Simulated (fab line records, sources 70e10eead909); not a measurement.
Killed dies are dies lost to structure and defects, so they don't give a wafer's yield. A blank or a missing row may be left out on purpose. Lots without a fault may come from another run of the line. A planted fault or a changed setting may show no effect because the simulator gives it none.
Chamber matching | flow nand_harc | NHARC_P_M1_CMP_23 on cmp-03: 4 sister chambers
The step polishes, t overpolish 20 s, target thk 157.82 nm. 8 wafers are shown with their chamber, then 8 later ones without.

WAFERS WITH THEIR CHAMBER
wafer  | chamber | motor_current_A (A) | time_to_endpoint_s (s)
L086.4 | 0       | 12.7                | 31.2
L088.4 | 1       | 14.6                | 29.7
L088.5 | 3       | 10.3                | 29.0
L088.6 | 2       | 14.5                | 30.2
L089.1 | 0       | 13.5                | 32.9
L089.4 | 3       | 10.9                | 33.8
L089.5 | 2       | 13.9                | 31.5
L090.2 | 1       | 13.7                | 32.8

WAFERS WITHOUT THEIR CHAMBER
wafer  | motor_current_A (A) | time_to_endpoint_s (s)
L090.4 | 12.8                | 34.8
L090.5 | 13.6                | 33.5
L091.2 | 10.6                | 30.8
L091.4 | 13.6                | 32.5
L091.5 | 12.9                | 32.9
L093.4 | 13.4                | 30.5
L093.5 | 13.5                | 27.7
L093.6 | 13.7                | 33.9

WHICH CHAMBER EACH WENT THROUGH
wafer  | from the rows above          | in truth
L090.4 | can't be placed: 0 or 1 or 2 | 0
L090.5 | can't be placed: 0 or 1 or 2 | 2
L091.2 | 3                            | 3
L091.4 | can't be placed: 0 or 1 or 2 | 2
L091.5 | can't be placed: 0 or 1      | 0
L093.4 | can't be placed: 0 or 1 or 2 | 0
L093.5 | can't be placed: 2 or 1 or 0 | 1
L093.6 | can't be placed: 0 or 1 or 2 | 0
Placed correctly: 1 of 8. Can't be placed from these rows: 7 (the true chamber is among the candidates in 7). Placed wrongly: 0.
How it was worked out, from the rows above alone: a wafer's distance from a chamber is the root of the sum, over the readings, of the square of ((its reading less the chamber's mean) divided by the reading's scatter). The wafer belongs to the nearest chamber; if the next one is less than 2 further off, it can't be placed. A chamber's mean is the mean of its shown wafers. The scatter: the root of (the sum of the squares of (reading less its chamber's mean) over the shown wafers, divided by (wafers less chambers)).
